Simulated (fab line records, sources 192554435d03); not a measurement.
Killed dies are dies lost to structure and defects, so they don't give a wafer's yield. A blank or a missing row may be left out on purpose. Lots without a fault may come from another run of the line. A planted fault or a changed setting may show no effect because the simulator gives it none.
Problem report in the 8D (eight disciplines) form, filled by code | flow n5_finfet | the parts of the form that need people (team, actions taken, sign-off) are left out

1. THE PROBLEM
cd_nm at N5_STI_FIN_REVEAL_CD_MEAS_22 reads a mean of 8.0 nm on 6 wafers of 2 lots; wafers without a fault read 6.3 nm with a standard deviation of 0.3. That is +5.5 standard deviations from the usual mean.
The step: target cd 6.238 nm, pitch 28 nm.
First seen on wafer L899.1, day 6 00:53, on cd_sem-03. The record holds 24 wafers of 8 lots with a number at this step. Rule for "out", or "out of limits": more than 4 standard deviations from the usual mean. The other wafers with a number count as sound.

2. WHAT IT IS AND WHAT IT IS NOT
question                    | is                     | is not
which readings at this step | cd_nm                  | -
which lots                  | L899, L900             | L886, L895, L897, L901, L902, L906
which wafers of those lots  | all that have a number | -
read on which gauges        | cd_sem-03              | cd_sem-01, cd_sem-02
when                        | from day 6 00:53       | up to then (9 sound wafers); but 9 sound wafers of L901, L902, L906 came after

3. SUSPECTS, AND WHAT RULES EACH OUT
Counting: a tool at a process step up to the reading stays a suspect if it ran every lot that is out and no sound lot after the first of them.
- the gauge at N5_STI_FIN_REVEAL_CD_MEAS_22: ruled out. All the wafers that are out were read on cd_sem-03, but those of them that N5_BEOL_M4_RC_MEAS_101 has rows for are out there too, on other tools.
- rie_si-03 at N5_STI_FIN_REVEAL_ETCH_34 (etches Si in H2, material Si, target depth 0.97 nm): ruled out as a lasting fault. Sound lots L901 ran on it after its first lot that is out, L899 (day 6 00:18).
Left after counting: nothing in the record.

4. THE CAUSE (what the simulator had put in)
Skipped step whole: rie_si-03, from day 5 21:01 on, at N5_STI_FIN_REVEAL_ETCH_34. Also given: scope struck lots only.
Counting ruled it out, wrongly: the rule takes a fault to strike every lot that its tool runs from its start on, and this one did not.

5. THE CHAIN OF EFFECTS, in route order
Each row: a reading whose mean over the struck wafers that have a number lies more than 3 standard deviations from the usual. Only readings for which the record gives a usual standard deviation are gone through. hours: the time from each lot's start at the first step in this table that gives one to its start at this step, as a median over the lots. sigmas: the change in usual standard deviations.
hours | step                         | reading            | usual          | on struck wafers | change    | sigmas
0     | N5_STI_FIN_REVEAL_CD_MEAS_22 | cd_nm              | 6.3 nm         | 8.0              | +1.7      | +5.5
154   | N5_BEOL_M4_RC_MEAS_101       | DIBL_N             | 37.0 mV/V      | 48.6             | +11.6     | +5.1
154   | N5_BEOL_M4_RC_MEAS_101       | DIBL_P             | 37.3 mV/V      | 52.8             | +15.5     | +5.5
154   | N5_BEOL_M4_RC_MEAS_101       | IOFF_N             | 0.17 nA/um     | 0.79             | +0.62     | +14
154   | N5_BEOL_M4_RC_MEAS_101       | IOFF_N_85C         | 3.3 nA/um      | 12.1             | +8.8      | +12
154   | N5_BEOL_M4_RC_MEAS_101       | IOFF_N_LIN         | 0.078 nA/um    | 0.349            | +0.271    | +16
154   | N5_BEOL_M4_RC_MEAS_101       | IOFF_N_LONG        | 5.49e-05 nA/um | 9.00e-05         | +3.51e-05 | +14
154   | N5_BEOL_M4_RC_MEAS_101       | IOFF_P             | 0.23 nA/um     | 0.78             | +0.55     | +10
154   | N5_BEOL_M4_RC_MEAS_101       | IOFF_P_85C         | 3.8 nA/um      | 10.8             | +7.0      | +9.2
154   | N5_BEOL_M4_RC_MEAS_101       | IOFF_P_LIN         | 0.102 nA/um    | 0.347            | +0.245    | +14
154   | N5_BEOL_M4_RC_MEAS_101       | IOFF_P_LONG        | 9.9e-05 nA/um  | 1.4e-04          | +4.0e-05  | +4.1
154   | N5_BEOL_M4_RC_MEAS_101       | ION_N              | 675 uA/um      | 754              | +79       | +5.7
154   | N5_BEOL_M4_RC_MEAS_101       | ION_P              | 460 uA/um      | 501              | +41       | +4.4
154   | N5_BEOL_M4_RC_MEAS_101       | REXT_N             | 74.9 ohm.um    | 65.8             | -9.1      | -4.8
154   | N5_BEOL_M4_RC_MEAS_101       | REXT_P             | 99.4 ohm.um    | 89.5             | -9.9      | -3.7
154   | N5_BEOL_M4_RC_MEAS_101       | SS_N               | 71.7 mV/dec    | 74.3             | +2.6      | +3.6
154   | N5_BEOL_M4_RC_MEAS_101       | SS_P               | 73.6 mV/dec    | 77.3             | +3.7      | +3.9
154   | N5_BEOL_M4_RC_MEAS_101       | VT_N               | 249 mV         | 224              | -25       | -6.4
154   | N5_BEOL_M4_RC_MEAS_101       | VT_N_LONG          | 274.9 mV       | 256.8            | -18.1     | -8.6
154   | N5_BEOL_M4_RC_MEAS_101       | VT_N_LVT           | 98 mV          | 72               | -26       | -6.5
154   | N5_BEOL_M4_RC_MEAS_101       | VT_P               | -250 mV        | -234             | +16       | +4.1
154   | N5_BEOL_M4_RC_MEAS_101       | VT_P_LONG          | -277 mV        | -265             | +12       | +3.3
154   | N5_BEOL_M4_RC_MEAS_101       | VT_P_LVT           | -99 mV         | -81              | +18       | +4.9
261   | N5_PASSIVATION_PROBE_49      | sort_bin_4_leakage | 0.0 %          | 82.7             | +82.7     | +99 or more
261   | N5_PASSIVATION_PROBE_49      | sort_n_pass        | 1079           | 84               | -995      | -62
261   | N5_PASSIVATION_PROBE_49      | sort_yield_pct     | 91.4 %         | 7.2              | -84.2     | -60
The process steps in it:
- N5_PASSIVATION_PROBE_49
Readings that are blank on the struck wafers while sound wafers have them: chamber_pressure_mTorr at N5_STI_FIN_REVEAL_ETCH_34; drypump_motor_current_A at N5_STI_FIN_REVEAL_ETCH_34; oes_product_au at N5_STI_FIN_REVEAL_ETCH_34; throttle_valve_pct at N5_STI_FIN_REVEAL_ETCH_34.
Later measuring or inspecting steps at which every struck wafer that the step has a row for has a number for every such reading, and none has moved that far: N5_STI_FIN_REVEAL_INSPECT_13.

6. WHAT WOULD HAVE CAUGHT IT SOONER
In this record the first reading out of limits at a measuring or inspecting step was taken at day 6 00:53, 4 hours after the fault began at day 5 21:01.
At N5_STI_FIN_REVEAL_ETCH_34 the tool's readings are blank on the struck wafers, where sound wafers have them: an empty tool record is the first sign, and it was there at once.
